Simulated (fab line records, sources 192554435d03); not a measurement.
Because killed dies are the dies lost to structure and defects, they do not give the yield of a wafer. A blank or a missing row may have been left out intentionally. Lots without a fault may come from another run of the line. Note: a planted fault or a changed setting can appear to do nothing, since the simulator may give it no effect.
Chamber matching :: flow n5_finfet :: pecvd-02 running N5_BEOL_M5_ILD_DEP_00: 3 sister chambers
The step deposits SiCOH lowk from DEMS/porogen, target thk 140.64 nm, time 25.9 s. 6 wafers are shown with their chamber, then 11 later ones without.

EACH WAFER AND ITS CHAMBER
wafer: L085.2
chamber: 0
throttle_valve_pct (%): 13.8
heater_power_w (W): 219

wafer: L087.5
chamber: 0
throttle_valve_pct (%): 13.5
heater_power_w (W): 217

wafer: L087.6
chamber: 1
throttle_valve_pct (%): 15.6
heater_power_w (W): 308

wafer: L090.4
chamber: 2
throttle_valve_pct (%): 12.7
heater_power_w (W): 367

wafer: L090.5
chamber: 1
throttle_valve_pct (%): 15.7
heater_power_w (W): 314

wafer: L092.1
chamber: 2
throttle_valve_pct (%): 12.8
heater_power_w (W): 320

WAFERS WITHOUT THEIR CHAMBER
wafer: L092.3
throttle_valve_pct (%): 15.5
heater_power_w (W): 333

wafer: L092.5
throttle_valve_pct (%): 12.9
heater_power_w (W): 326

wafer: L094.1
throttle_valve_pct (%): 12.5
heater_power_w (W): 317

wafer: L094.2
throttle_valve_pct (%): 15.7
heater_power_w (W): 272

wafer: L094.4
throttle_valve_pct (%): 15.4
heater_power_w (W): 274

wafer: L095.2
throttle_valve_pct (%): 15.5
heater_power_w (W): 321

wafer: L095.5
throttle_valve_pct (%): 15.4
heater_power_w (W): 312

wafer: L095.6
throttle_valve_pct (%): 12.8
heater_power_w (W): 378

wafer: L097.2
throttle_valve_pct (%): 14.0
heater_power_w (W): 263

wafer: L097.4
throttle_valve_pct (%): 13.7
heater_power_w (W): 271

wafer: L097.6
throttle_valve_pct (%): 12.6
heater_power_w (W): 309

EACH ONE'S CHAMBER
wafer: L092.3
from the rows above: 1
in truth: 1

wafer: L092.5
from the rows above: 2
in truth: 2

wafer: L094.1
from the rows above: 2
in truth: 2

wafer: L094.2
from the rows above: 1
in truth: 1

wafer: L094.4
from the rows above: 1
in truth: 1

wafer: L095.2
from the rows above: 1
in truth: 1

wafer: L095.5
from the rows above: 1
in truth: 1

wafer: L095.6
from the rows above: 2
in truth: 2

wafer: L097.2
from the rows above: 0
in truth: 0

wafer: L097.4
from the rows above: 0
in truth: 0

wafer: L097.6
from the rows above: 2
in truth: 2
Correctly placed: 11 of 11. Can't be placed from these rows: 0. 0 placed wrongly.
How it was worked out, from the rows above alone: a wafer's distance from a chamber is the root of the sum, over the readings, of the square of ((its reading less the chamber's mean) divided by the reading's scatter). The wafer belongs to the nearest chamber; if the next one is less than 2 further off, it can't be placed. Each chamber's mean is taken over the wafers shown for it. The scatter: the root of (the sum of the squares of (reading less its chamber's mean) over the shown wafers, divided by (wafers less chambers)).
